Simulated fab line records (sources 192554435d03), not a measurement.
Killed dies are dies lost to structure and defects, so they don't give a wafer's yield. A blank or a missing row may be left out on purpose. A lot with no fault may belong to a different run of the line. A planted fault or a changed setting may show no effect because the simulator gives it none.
fab line records	flow n5_finfet
record lots=8	wafers=24	last_day=17
route steps=1938 shown FIN_SAQP@99 BEOL_M4@1111 PASSIVATION@1936
lots untouched by any fault: they come from a run of this same line in which no faults occurred
start_h: the number of hours between the record's first day and the start of the first shown wafer of the lot	wait_h: how many hours have passed since the lot's step before this one	" same as the row above	L1.1+2: several wafers, shown together as one row	- value missing, or start not given	* or withheld: withheld	< > ~ a bound
route shown NAME@n: a module of which the file shows steps, and the number in the route of the first	usual: average and standard deviation across the fault-free wafers	same: alike in all rows	chamber/n: place in a boat	sites: the reading at each site	_std_site: standard deviation across them	_edge_site: mean of outer sites minus mean of inner sites	radius_mm: how far each site lies from the wafer's centre	mask NAME#n: copy n	behind: tool/chamber where the wafer was last shaped	hold: why the lot was held/for how many hours/how that ended	device: names the non-switching transistor (n, p or np)	end of line: at the end of the route, the tests of the same wafers	for a step that has no rows: nothing shown but its recipe	killed: dies lost to structure and defects at the first sort, not the wafer's yield	map: shows each die of a wafer: x if killed, . if not, _ if none is there
set.NAME: the setting that was run; set.NAME@STEP: the one run at that earlier step	model.NAME: the simulator's own value behind a step, which no gauge read
steps of the route over a sample of lots; a table a step, a row a wafer
services: a tool's chamber out of use, with start hour (start_h, from the record's first day; less than 0 if before it), hours out, and reason
## steps
# step N5_FIN_SAQP_PECVD_48
# recipe material=SiNx	target_thk_a=250	temp_c=400	precursor=SiH4/NH3/N2	pressure_torr=1.5	rf_w=300	time_s=22.1
# usual heater_power_w=842/110	rf_fwd_power_W=296.8/1.1	showerhead_plenum_p_Torr=5.12/0.11	throttle_valve_pct=39.2/2.1
lot.wafer	tool	chamber	start_h	wait_h	heater_power_w	rf_fwd_power_W	showerhead_plenum_p_Torr	throttle_valve_pct
L782.3	pecvd-03	0	21.42	0.0	856	296.9	5.23	42.0
L782.5	"	2	"	"	705	295.7	5.17	36.7
L782.6	"	0	"	"	846	295.9	5.26	41.7
L791.1	pecvd-01	1	74.67	0.0	852	297.7	5.30	41.9
L791.3	"	2	"	"	808	297.1	4.96	37.4
L791.4	"	2	"	"	798	296.6	4.96	37.7
L792.2	pecvd-01	1	81.03	0.0	872	296.5	5.31	42.0
L792.5	"	0	"	"	784	294.8	4.97	40.5
L792.6	"	2	"	"	771	298.1	4.95	37.6
L800.2	pecvd-01	2	128.66	0.0	842	294.9	4.96	37.6
L800.3	"	1	"	"	849	298.0	5.30	41.8
L800.6	"	1	"	"	831	297.9	5.29	41.8
L802.1	pecvd-01	2	142.21	0.0	726	297.0	4.96	37.8
L802.2	"	1	"	"	894	298.2	5.31	41.9
L802.6	"	2	"	"	719	298.2	4.96	37.5
L803.2	pecvd-02	0	148.50	0.0	1062	296.7	5.03	41.9
L803.3	"	0	"	"	1074	297.0	5.04	41.7
L803.5	"	0	"	"	1010	296.6	5.03	41.9
L804.2	pecvd-03	2	154.39	0.0	839	297.0	5.19	37.3
L804.5	"	0	"	"	941	299.0	5.26	42.0
L804.6	"	1	"	"	708	296.9	5.06	37.7
L805.4	pecvd-02	1	159.54	0.0	942	295.7	5.08	37.0
L805.5	"	0	"	"	1021	297.7	5.03	42.1
L805.6	"	2	"	"	985	298.7	5.11	37.5
# step N5_FIN_SAQP_SPACER1_ETCHBACK_25
# recipe chemistry=CHF3/O2	mode=anisotropic_etchback	target=SiO2	target_depth_a=244	time_s=12.2	pressure_mtorr=30	source_w=650	bias_w=170	Ar_flow_sccm=200	CHF3_flow_sccm=50	O2_flow_sccm=5	ion_energy_ev=200
# usual drypump_motor_current_A=5.7/0.47	mfc_ar_sccm=200.0/0.58	oes_product_au=0.76/0.058	rf_fwd_power_W=646.6/2.2	rf_vpp_V=522/4.1	showerhead_plenum_p_Torr=2.44/0.078	throttle_valve_pct=18.81/0.17
# same time_s=12.2
lot.wafer	tool	chamber	start_h	wait_h	drypump_motor_current_A	mfc_ar_sccm	oes_product_au	rf_fwd_power_W	rf_hours_counter_h	rf_vpp_V	showerhead_plenum_p_Torr	throttle_valve_pct
L782.3	rie_diel-01	1	23.88	0.4	6.1	199.9	0.76	644.4	139	520	2.32	18.70
L782.5	"	1	"	"	6.1	199.5	0.76	645.8	-	520	2.32	18.72
L782.6	"	0	"	"	5.5	199.4	0.72	645.8	-	527	2.48	18.62
L791.1	rie_diel-01	0	77.93	0.4	5.5	200.5	0.71	642.6	217	527	2.48	18.65
L791.3	"	3	"	"	5.1	201.8	0.88	646.9	23	526	2.55	18.51
L791.4	"	2	"	"	5.4	200.4	0.86	646.6	49	528	2.56	18.60
L792.2	rie_diel-05	0	83.62	0.4	5.2	199.6	0.74	647.7	184	523	2.49	18.91
L792.5	"	3	"	"	5.3	200.3	0.76	646.6	-	516	2.41	18.98
L792.6	"	0	"	"	5.2	200.2	0.74	645.3	-	522	2.49	18.92
L800.2	rie_diel-05	0	131.34	0.4	5.2	199.8	0.73	648.7	204	520	2.48	18.94
L800.3	"	2	"	"	6.3	199.7	0.72	648.6	177	517	2.41	19.02
L800.6	"	2	"	"	6.3	200.5	0.71	653.9	-	516	2.41	19.03
L802.1	rie_diel-01	0	146.29	0.4	5.5	199.9	0.69	643.1	244	527	2.47	18.71
L802.2	"	3	"	"	5.1	200.5	0.82	647.4	50	524	2.54	18.55
L802.6	"	3	"	"	5.1	199.5	0.83	648.2	-	526	2.54	18.54
L803.2	rie_diel-03	3	151.33	0.4	6.3	200.5	0.79	645.6	118	520	2.33	18.77
L803.3	"	0	"	"	6.3	200.0	0.92	648.4	18	516	2.36	18.73
L803.5	"	0	"	"	6.3	200.0	0.92	644.6	-	517	2.36	18.76
L804.2	rie_diel-03	3	159.12	0.4	6.3	200.1	0.79	647.2	121	521	2.32	18.77
L804.5	"	2	"	"	6.6	199.7	0.71	644.8	-	524	2.49	19.20
L804.6	"	1	"	"	5.7	199.9	0.81	645.8	-	525	2.54	18.56
L805.4	rie_diel-01	2	162.60	0.4	5.4	199.6	0.84	646.8	-	529	2.55	18.65
L805.5	"	1	"	"	6.1	200.4	0.71	647.7	-	520	2.30	18.80
L805.6	"	3	"	"	5.1	199.5	0.81	646.2	-	523	2.54	18.55
# step N5_FIN_SAQP_MANDREL1_REMOVE_56
# recipe chemistry=HBr/Cl2/O2	bt_time_s=10	target=a-Si	stop_on=SiNx	endpoint=OES-SiCl	over_etch_frac=1	icp_w=600	bias_w=22	HBr_flow_sccm=150	Cl2_flow_sccm=80	O2_flow_sccm=5	pressure_mtorr=10
# usual drypump_motor_current_A=5.7/0.35	oes_product_au=1.004/0.017	rf_fwd_power_W=596.7/1.9	throttle_valve_pct=36.79/0.29
lot.wafer	tool	chamber	start_h	wait_h	drypump_motor_current_A	oes_product_au	rf_fwd_power_W	rf_hours_counter_h	throttle_valve_pct
L782.3	rie_si-04	2	23.97	0.1	5.7	0.974	595.6	106	36.79
L782.5	"	3	"	"	5.7	1.004	598.5	-	36.46
L782.6	"	2	"	"	5.7	0.978	595.7	-	36.78
L791.1	rie_si-04	2	78.02	0.1	5.6	0.966	597.5	107	36.78
L791.3	"	0	"	"	5.6	1.025	596.5	111	36.45
L791.4	"	3	"	"	5.8	0.998	600.0	62	36.46
L792.2	rie_si-04	2	83.71	0.1	5.6	0.964	593.5	107	36.79
L792.5	"	1	"	"	5.3	1.004	598.2	-	37.00
L792.6	"	0	"	"	5.6	1.018	594.7	-	36.46
L800.2	rie_si-05	1	131.43	0.1	5.9	1.024	597.1	1	36.94
L800.3	"	0	"	"	5.9	1.011	592.6	144	37.17
L800.6	"	2	"	"	5.4	1.002	597.5	-	37.01
L802.1	rie_si-05	2	146.38	0.1	5.4	1.002	595.9	70	36.99
L802.2	"	1	"	"	5.9	1.016	596.7	2	36.93
L802.6	"	1	"	"	5.9	1.026	594.4	-	36.94
L803.2	rie_si-06	3	151.43	0.1	6.6	1.000	597.8	11	36.17
L803.3	"	0	"	"	5.6	0.970	595.3	146	37.17
L803.5	"	1	"	"	6.2	1.013	596.9	-	36.60
L804.2	rie_si-04	3	159.21	0.1	5.7	1.008	596.9	63	36.48
L804.5	"	2	"	"	5.7	0.970	596.8	-	36.79
L804.6	"	1	"	"	5.3	1.018	594.6	-	37.00
L805.4	rie_si-05	3	162.65	0.0	5.5	0.987	598.5	182	36.70
L805.5	"	2	"	"	5.4	0.999	595.7	-	37.00
L805.6	"	1	"	"	6.0	1.022	596.4	-	36.93
# step N5_FIN_SAQP_CD_MEAS_27
# recipe target_cd_nm=20	landing_energy_ev=1000	detector=se_inlens	polarity=line
# usual cd_nm=20.31/0.23
# same landing_energy_ev=1000
lot.wafer	tool	chamber	start_h	wait_h	cd_nm
L782.3	cd_sem-01	0	24.09	0.1	19.73
L782.5	"	0	"	"	20.31
L782.6	"	0	"	"	20.14
L791.1	cd_sem-02	0	78.13	0.1	20.38
L791.3	"	0	"	"	20.48
L791.4	"	0	"	"	20.00
L792.2	cd_sem-03	0	83.82	0.1	20.29
L792.5	"	0	"	"	20.29
L792.6	"	0	"	"	20.27
L800.2	cd_sem-02	0	131.54	0.1	20.32
L800.3	"	0	"	"	20.33
L800.6	"	0	"	"	20.27
L802.1	cd_sem-02	0	146.49	0.1	20.46
L802.2	"	0	"	"	20.45
L802.6	"	0	"	"	19.97
L803.2	cd_sem-02	0	151.54	0.1	20.21
L803.3	"	0	"	"	20.17
L803.5	"	0	"	"	20.45
L804.2	cd_sem-03	0	159.33	0.1	20.31
L804.5	"	0	"	"	20.14
L804.6	"	0	"	"	20.16
L805.4	cd_sem-02	0	162.77	0.1	20.38
L805.5	"	0	"	"	20.20
L805.6	"	0	"	"	20.41
# step N5_FIN_SAQP_ETCH_57
# recipe chemistry=CH3F/O2	target=SiNx	mask_material=SiO2	target_depth_a=325	time_s=46.4	pressure_mtorr=30	source_w=395	bias_w=73	Ar_flow_sccm=150	CH3F_flow_sccm=30	O2_flow_sccm=20	ion_energy_ev=120	ends=cleared
# usual drypump_motor_current_A=5.8/0.49	etch_rf_on_time_s=46.6/0.78	mfc_ar_sccm=150.0/0.45	oes_product_au=0.66/0.061	rf_fwd_power_W=389.3/1.8	rf_vpp_V=295.7/2.4	showerhead_plenum_p_Torr=2.02/0.067	throttle_valve_pct=16.29/0.21
lot.wafer	tool	chamber	start_h	wait_h	drypump_motor_current_A	etch_rf_on_time_s	mfc_ar_sccm	oes_product_au	rf_fwd_power_W	rf_hours_counter_h	rf_vpp_V	showerhead_plenum_p_Torr	throttle_valve_pct
L782.3	rie_diel-05	1	24.20	0.1	6.1	45.9	149.4	0.63	388.2	184	294.4	1.98	16.34
L782.5	"	1	"	"	6.1	45.7	150.0	0.63	390.5	-	294.9	1.98	16.33
L782.6	"	0	"	"	5.2	47.3	150.4	0.64	388.5	-	295.7	2.08	16.34
L791.1	rie_diel-05	3	78.18	0.0	5.3	46.4	150.5	0.65	388.1	150	294.8	2.00	16.43
L791.3	"	0	"	"	5.2	46.3	150.0	0.62	390.6	182	294.9	2.07	16.39
L791.4	"	1	"	"	6.2	45.9	150.1	0.62	391.2	202	293.7	1.98	16.38
L792.2	rie_diel-03	3	83.87	0.0	6.3	46.5	149.8	0.69	386.6	100	295.6	1.94	16.19
L792.5	"	1	"	"	5.7	47.6	150.6	0.71	389.2	-	298.3	2.12	15.96
L792.6	"	3	"	"	6.3	47.2	149.9	0.69	387.2	-	297.4	1.94	16.17
L800.2	rie_diel-05	0	131.59	0.0	5.2	68.4	150.5	0.61	392.0	204	296.8	2.06	16.42
L800.3	"	1	"	"	6.1	46.0	150.8	0.61	392.8	223	293.0	1.97	16.42
L800.6	"	2	"	"	6.3	47.0	149.8	0.61	388.7	-	292.3	2.00	16.47
L802.1	rie_diel-03	3	146.54	0.0	6.3	66.6	150.5	0.68	390.1	117	294.0	1.93	16.23
L802.2	"	2	"	"	6.6	46.0	150.1	0.61	390.8	197	297.3	2.07	16.64
L802.6	"	2	"	"	6.6	68.6	149.9	0.61	392.1	-	297.0	2.07	16.64
L803.2	rie_diel-05	2	151.59	0.0	6.3	47.1	150.5	0.61	387.8	185	294.3	1.99	16.49
L803.3	"	1	"	"	6.1	46.2	150.3	0.61	390.9	231	294.0	1.97	16.41
L803.5	"	0	"	"	5.2	47.8	149.5	0.61	390.7	-	296.5	2.06	16.43
L804.2	rie_diel-05	3	159.52	0.2	5.3	46.0	150.1	0.62	387.3	184	294.5	1.99	16.48
L804.5	"	3	"	"	5.3	46.6	149.8	0.62	386.4	-	294.6	1.99	16.48
L804.6	"	2	"	"	6.3	46.9	150.1	0.61	390.5	-	290.7	1.99	16.49
L805.4	rie_diel-05	0	162.81	0.0	5.2	47.9	150.6	0.60	390.5	215	296.1	2.06	16.44
L805.5	"	3	"	"	5.4	48.0	149.8	0.61	388.1	-	294.4	1.99	16.47
L805.6	"	2	"	"	6.3	47.7	150.1	0.60	392.0	-	293.7	1.99	16.48
# step N5_BEOL_M4_RC_MEAS_101
# usual DIBL_N=36.3/1.4	DIBL_P=35.7/1.5	IOFF_N=0.155/0.022	IOFF_P=0.204/0.027	ION_N=671/9	ION_P=459/6.2	SS_N=71.5/0.54	SS_P=73.1/0.56	VT_N=250.2/2.6	VT_P=-251/3.3
lot.wafer	tool	chamber	start_h	wait_h	DIBL_N[mV/V]	DIBL_P[mV/V]	IOFF_N[nA/um]	IOFF_P[nA/um]	ION_N[uA/um]	ION_P[uA/um]	SS_N[mV/dec]	SS_P[mV/dec]	VT_N[mV]	VT_P[mV]
L782.3	prober-01	0	185.35	0.3	35.6	34.2	0.157	0.207	673	457	71.9	72.7	246.0	-248
L782.5	"	0	"	"	34.3	33.4	0.136	0.192	661	461	71.4	72.6	249.0	-249
L782.6	"	0	"	"	35.9	34.4	0.157	0.203	664	457	71.1	72.8	248.9	-250
L791.1	prober-01	0	232.23	0.0	34.8	33.3	0.128	0.189	669	468	72.3	73.1	252.8	-247
L791.3	"	0	"	"	36.0	35.0	0.153	0.218	679	465	71.9	72.9	248.1	-248
L791.4	"	0	"	"	36.4	35.6	0.152	0.225	662	464	71.5	72.9	250.0	-247
L792.2	prober-01	0	238.25	0.2	37.1	37.5	0.163	0.199	676	461	72.0	73.3	248.6	-251
L792.5	"	0	"	"	36.2	36.3	0.154	0.191	679	459	71.6	73.1	250.6	-253
L792.6	"	0	"	"	36.8	37.2	0.159	0.209	664	455	71.5	73.6	250.3	-253
L800.2	prober-01	0	274.48	0.2	34.1	33.5	0.119	0.174	666	457	71.0	72.7	253.2	-252
L800.3	"	0	"	"	35.0	34.6	0.131	0.185	664	457	71.2	72.9	252.5	-251
L800.6	"	0	"	"	35.4	34.6	0.138	0.192	677	462	71.6	73.0	250.7	-251
L802.1	prober-01	0	293.64	0.0	36.0	35.2	0.143	0.185	674	459	71.3	72.9	252.5	-254
L802.2	"	0	"	"	34.7	33.2	0.120	0.159	655	450	72.0	72.7	253.5	-254
L802.6	"	0	"	"	37.8	37.7	0.188	0.224	682	464	71.5	73.9	245.5	-251
L803.2	prober-02	0	294.24	0.2	37.1	36.6	0.183	0.232	679	465	71.5	72.9	246.5	-248
L803.3	"	0	"	"	36.2	35.7	0.157	0.210	667	458	71.2	72.2	250.3	-249
L803.5	"	0	"	"	37.1	37.5	0.176	0.248	677	468	71.0	73.3	246.7	-245
L804.2	prober-01	0	302.79	0.2	33.6	33.7	0.105	0.161	653	456	71.3	72.2	254.8	-251
L804.5	"	0	"	"	36.1	36.6	0.139	0.207	663	461	71.6	73.2	251.6	-251
L804.6	"	0	"	"	33.8	33.5	0.106	0.159	644	452	70.9	72.9	255.0	-254
L805.4	prober-01	0	307.64	0.5	35.3	34.7	0.137	0.179	669	460	71.7	72.8	250.5	-255
L805.5	"	0	"	"	37.3	35.9	0.166	0.192	671	452	71.9	72.1	249.3	-252
L805.6	"	0	"	"	35.1	34.5	0.135	0.178	668	457	71.5	72.3	253.9	-253
# step N5_PASSIVATION_PROBE_49
# usual defect_limited_yield=91.0/1.5	killed_at_M0_to_M3=36/12	killed_at_M4_up=14/5.5	killed_at_contacts=11/4.8	killed_at_front_end=42/12	killed_at_other=3.7/2.7	killed_dies=106/18	killed_open=70/13	killed_short=35/8.2	sort_bin_5_function=5.3/1	sort_bin_6_memory=3.3/0.69	sort_n_pass=1074/18	sort_yield_pct=91.0/1.5
# same gross_dies=1180	killed_at_back_side=0	sort_bin_4_leakage[%]=0	sort_bin_8_speed[%]=0
lot.wafer	tool	chamber	start_h	wait_h	defect_limited_yield[%]	killed_at_M0_to_M3	killed_at_M4_up	killed_at_contacts	killed_at_front_end	killed_at_other	killed_dies	killed_open	killed_short	sort_bin_5_function[%]	sort_bin_6_memory[%]	sort_n_pass	sort_yield_pct[%]
L782.3	prober-02	-	291.54	0.1	91.9	21	24	13	36	2	96	59	33	4.8	3.0	1084	91.9
L782.5	prober-02	-	291.64	0.2	90.4	38	13	13	49	0	113	74	38	5.5	3.6	1067	90.4
L782.6	prober-02	-	291.69	0.3	92.7	23	20	11	30	2	86	61	24	4.3	2.7	1094	92.7
L800.2	prober-01	-	379.83	0.1	90.7	31	15	11	53	0	110	72	37	5.4	3.4	1070	90.7
L800.3	prober-01	-	379.88	0.1	89.7	41	15	3	54	8	121	71	50	5.7	4.2	1059	89.7
L800.6	prober-01	-	380.03	0.3	90.2	36	13	12	54	1	116	72	43	6.4	3.3	1064	90.2
L805.4	prober-01	-	413.60	0.2	92.9	26	20	16	18	4	84	54	29	4.5	2.5	1096	92.9
L805.5	prober-01	-	413.65	0.2	93.3	26	6	8	26	13	79	55	23	3.8	2.8	1101	93.3
L805.6	prober-01	-	413.70	0.3	93.2	28	8	10	31	3	80	51	25	3.4	3.2	1100	93.2
# killed by level:class
L782.3 BEOL_M4:geometric_particle:open=12 MOL_CONTACT_COAG:geometric_particle:open=11 FIN_SAQP:geometric_particle:short=10 BEOL_M0_SAQP:geometric_particle:open=7 FIN_SAQP:geometric_particle:open=6 BEOL_M0_SAQP:geometric_particle:short=6 DUMMY_GATE:geometric_particle:open=5 STI_FIN_REVEAL:geometric_particle:open=3
L782.5 FIN_SAQP:geometric_particle:open=15 BEOL_M1:geometric_particle:open=12 FIN_SAQP:geometric_particle:short=11 MOL_CONTACT_COAG:geometric_particle:open=11 BEOL_M0_SAQP:geometric_particle:short=10 BEOL_M0_SAQP:geometric_particle:open=6 BEOL_M2:geometric_particle:open=5 BEOL_M4:geometric_particle:open=5
L782.6 BEOL_M4:geometric_particle:open=12 MOL_CONTACT_COAG:geometric_particle:open=10 BEOL_M1:geometric_particle:open=7 BEOL_M0_SAQP:geometric_particle:open=6 STI_FIN_REVEAL:geometric_particle:open=5 BEOL_M0_SAQP:geometric_particle:short=5 FIN_SAQP:geometric_particle:open=4 DUMMY_GATE:geometric_particle:open=4
L800.2 STI_FIN_REVEAL:geometric_particle:open=11 FIN_SAQP:geometric_particle:open=10 MOL_CONTACT_COAG:geometric_particle:open=9 BEOL_M0_SAQP:geometric_particle:short=9 FIN_SAQP:geometric_particle:short=8 BEOL_M1:geometric_particle:open=7 STI_FIN_REVEAL:geometric_particle:short=6 BEOL_M4:geometric_particle:open=6
L800.3 STI_FIN_REVEAL:geometric_particle:open=15 BEOL_M0_SAQP:geometric_particle:short=9 FIN_SAQP:geometric_particle:open=8 FIN_SAQP:geometric_particle:short=8 BEOL_M2:geometric_particle:short=8 DUMMY_GATE:geometric_particle:open=7 BEOL_M0_SAQP:geometric_particle:open=7 GATE_CUT:geometric_particle:short=6
L800.6 FIN_SAQP:geometric_particle:short=12 FIN_SAQP:geometric_particle:open=11 GATE_CUT:geometric_particle:short=10 MOL_CONTACT_COAG:geometric_particle:open=10 STI_FIN_REVEAL:geometric_particle:open=8 BEOL_M0_SAQP:geometric_particle:short=7 BEOL_M3:geometric_particle:open=7 BEOL_M0_SAQP:geometric_particle:open=6
L805.4 MOL_CONTACT_COAG:geometric_particle:open=11 BEOL_M4:geometric_particle:short=10 BEOL_M0_SAQP:geometric_particle:open=6 BEOL_M2:geometric_particle:open=6 BEOL_M3:geometric_particle:open=6 MOL_CONTACT_COAG:geometric_particle:short=5 DUMMY_GATE:geometric_particle:open=4 FIN_SAQP:geometric_particle:open=3
L805.5 BEOL_M3:geometric_particle:open=10 FIN_SAQP:geometric_particle:open=6 MOL_CONTACT_COAG:geometric_particle:open=6 BEOL_M0:geometric_particle:open=6 ILD0:geometric_particle:open=4 STARTING-WAFER:geometric_particle:short=4 DUMMY_GATE:geometric_particle:open=3 BEOL_M0_SAQP:geometric_particle:open=3
L805.6 BEOL_M3:geometric_particle:open=11 MOL_CONTACT_COAG:geometric_particle:open=9 GATE_CUT:geometric_particle:short=7 BEOL_M0_SAQP:geometric_particle:open=7 STI_FIN_REVEAL:geometric_particle:open=6 ILD0:geometric_particle:short=4 BEOL_M4:geometric_particle:short=4 BEOL_M0:geometric_particle:open=3
## services
tool	chamber	start_h	hours	kind
rie_diel-01	3	0.42	10.4	repair
rie_diel-01	-	5.08	1.2	repair
rie_diel-01	-	6.91	2.1	repair
rie_diel-03	1	9.10	19.7	repair
rie_diel-01	0	12.34	7.4	repair
rie_si-04	-	14.27	2.8	pm
rie_si-04	-	17.45	0.9	repair
rie_diel-01	2	20.17	2.8	repair
rie_diel-05	2	33.36	5.6	repair
rie_si-04	-	35.60	0.5	repair
rie_si-04	-	36.99	4.3	pm
rie_si-04	3	45.37	6.6	repair
rie_diel-03	-	46.60	2.1	repair
pecvd-01	-	52.10	0.9	repair
pecvd-03	2	73.52	21.2	repair
pecvd-02	0	91.04	3.6	repair
rie_diel-03	-	94.92	10.0	pm
rie_si-04	3	107.88	9.0	repair
rie_diel-03	3	109.32	3.6	repair
pecvd-03	-	114.44	4.8	repair
pecvd-03	-	123.28	1.4	repair
rie_si-06	-	131.16	14.6	pm
rie_diel-03	2	134.14	4.8	repair
rie_si-06	-	145.76	2.8	pm
## key
first_sign step=N5_FIN_SAQP_ETCH_57	reading=etch_rf_on_time_s	direction=up	sigmas=27	usual=*	struck=*
effect none on later readings
met_at N5_FIN_SAQP_PECVD_48
struck_lots L800,L802
struck_wafers L800.2,L802.1,L802.6
not_acting_at N5_FIN_SAQP_SPACER1_ETCHBACK_25,N5_FIN_SAQP_MANDREL1_REMOVE_56,N5_FIN_SAQP_CD_MEAS_27
onset_between 81.03 128.66
fault kind=process_parameter_drift	tool=pecvd-01	chamber=2	onset_h=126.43	steps=N5_FIN_SAQP_PECVD_48	channel=time_s	offset=*	shape=step	end_h=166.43	acts_in=*	stated=*
